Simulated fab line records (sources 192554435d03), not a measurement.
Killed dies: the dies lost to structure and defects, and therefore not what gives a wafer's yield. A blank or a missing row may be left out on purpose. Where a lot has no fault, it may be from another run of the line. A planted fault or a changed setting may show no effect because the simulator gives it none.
Chamber matching / flow n5_finfet / N5_BEOL_M1_PECVD_72 on pecvd-01 has 3 sister chambers
The step deposits SiO2 from TEOS/O2, target thk 16 nm, time 18 s. 16 wafers are shown with their chamber, then 8 later ones without.

WAFERS, EACH WITH ITS CHAMBER
wafer=L074.2; chamber=0; throttle_valve_pct (%)=23.0; showerhead_plenum_p_Torr (Torr)=8.84; heater_power_w (W)=796
wafer=L074.3; chamber=1; throttle_valve_pct (%)=23.1; showerhead_plenum_p_Torr (Torr)=8.69; heater_power_w (W)=933
wafer=L074.5; chamber=1; throttle_valve_pct (%)=23.1; showerhead_plenum_p_Torr (Torr)=8.68; heater_power_w (W)=938
wafer=L076.3; chamber=2; throttle_valve_pct (%)=21.1; showerhead_plenum_p_Torr (Torr)=8.74; heater_power_w (W)=921
wafer=L076.4; chamber=0; throttle_valve_pct (%)=22.9; showerhead_plenum_p_Torr (Torr)=8.80; heater_power_w (W)=825
wafer=L076.6; chamber=1; throttle_valve_pct (%)=23.0; showerhead_plenum_p_Torr (Torr)=8.70; heater_power_w (W)=939
wafer=L080.4; chamber=0; throttle_valve_pct (%)=23.2; showerhead_plenum_p_Torr (Torr)=8.85; heater_power_w (W)=827
wafer=L080.5; chamber=1; throttle_valve_pct (%)=23.3; showerhead_plenum_p_Torr (Torr)=8.72; heater_power_w (W)=869
wafer=L080.6; chamber=2; throttle_valve_pct (%)=21.1; showerhead_plenum_p_Torr (Torr)=8.76; heater_power_w (W)=965
wafer=L081.2; chamber=1; throttle_valve_pct (%)=23.1; showerhead_plenum_p_Torr (Torr)=8.71; heater_power_w (W)=955
wafer=L081.3; chamber=0; throttle_valve_pct (%)=23.2; showerhead_plenum_p_Torr (Torr)=8.82; heater_power_w (W)=791
wafer=L081.4; chamber=1; throttle_valve_pct (%)=23.0; showerhead_plenum_p_Torr (Torr)=8.71; heater_power_w (W)=937
wafer=L084.2; chamber=1; throttle_valve_pct (%)=23.1; showerhead_plenum_p_Torr (Torr)=8.71; heater_power_w (W)=973
wafer=L084.3; chamber=2; throttle_valve_pct (%)=20.8; showerhead_plenum_p_Torr (Torr)=8.73; heater_power_w (W)=969
wafer=L084.6; chamber=0; throttle_valve_pct (%)=23.1; showerhead_plenum_p_Torr (Torr)=8.83; heater_power_w (W)=895
wafer=L087.1; chamber=1; throttle_valve_pct (%)=22.8; showerhead_plenum_p_Torr (Torr)=8.71; heater_power_w (W)=955

SIGNATURES (averages over the wafers above)
reading=throttle_valve_pct; chamber 0=23.080; chamber 1=23.062; chamber 2=21.000; scatter within a chamber=0.143
reading=showerhead_plenum_p_Torr; chamber 0=8.8280; chamber 1=8.7037; chamber 2=8.7433; scatter within a chamber=0.0155
reading=heater_power_w; chamber 0=826.80; chamber 1=937.38; chamber 2=951.67; scatter within a chamber=33.8
Rule: a wafer's distance from a chamber is the root of the sum, over the readings, of the square of ((its reading less the chamber's mean) divided by the reading's scatter). The wafer belongs to the nearest chamber; if the next one is less than 2 further off, it can't be placed. How the scatter is found: for the shown wafers, subtract from each reading the mean of its chamber, square and add these, divide the total by (wafers less chambers), then take the root.

WAFERS WITH NO CHAMBER GIVEN
wafer=L087.2; throttle_valve_pct (%)=22.8; showerhead_plenum_p_Torr (Torr)=8.81; heater_power_w (W)=793
wafer=L087.5; throttle_valve_pct (%)=23.1; showerhead_plenum_p_Torr (Torr)=8.82; heater_power_w (W)=806
wafer=L090.1; throttle_valve_pct (%)=23.2; showerhead_plenum_p_Torr (Torr)=8.72; heater_power_w (W)=920
wafer=L090.4; throttle_valve_pct (%)=22.9; showerhead_plenum_p_Torr (Torr)=8.82; heater_power_w (W)=850
wafer=L090.5; throttle_valve_pct (%)=21.3; showerhead_plenum_p_Torr (Torr)=8.76; heater_power_w (W)=956
wafer=L097.2; throttle_valve_pct (%)=20.8; showerhead_plenum_p_Torr (Torr)=8.75; heater_power_w (W)=990
wafer=L097.4; throttle_valve_pct (%)=22.9; showerhead_plenum_p_Torr (Torr)=8.82; heater_power_w (W)=823
wafer=L097.5; throttle_valve_pct (%)=21.3; showerhead_plenum_p_Torr (Torr)=8.73; heater_power_w (W)=968

WHICH CHAMBER EACH WENT THROUGH
wafer=L087.2; from the rows above=0; in truth=0
wafer=L087.5; from the rows above=0; in truth=0
wafer=L090.1; from the rows above=1; in truth=1
wafer=L090.4; from the rows above=0; in truth=0
wafer=L090.5; from the rows above=2; in truth=2
wafer=L097.2; from the rows above=2; in truth=2
wafer=L097.4; from the rows above=0; in truth=0
wafer=L097.5; from the rows above=2; in truth=2
Correctly placed: 8 of 8. Not placeable from these rows: 0. 0 placed wrongly.
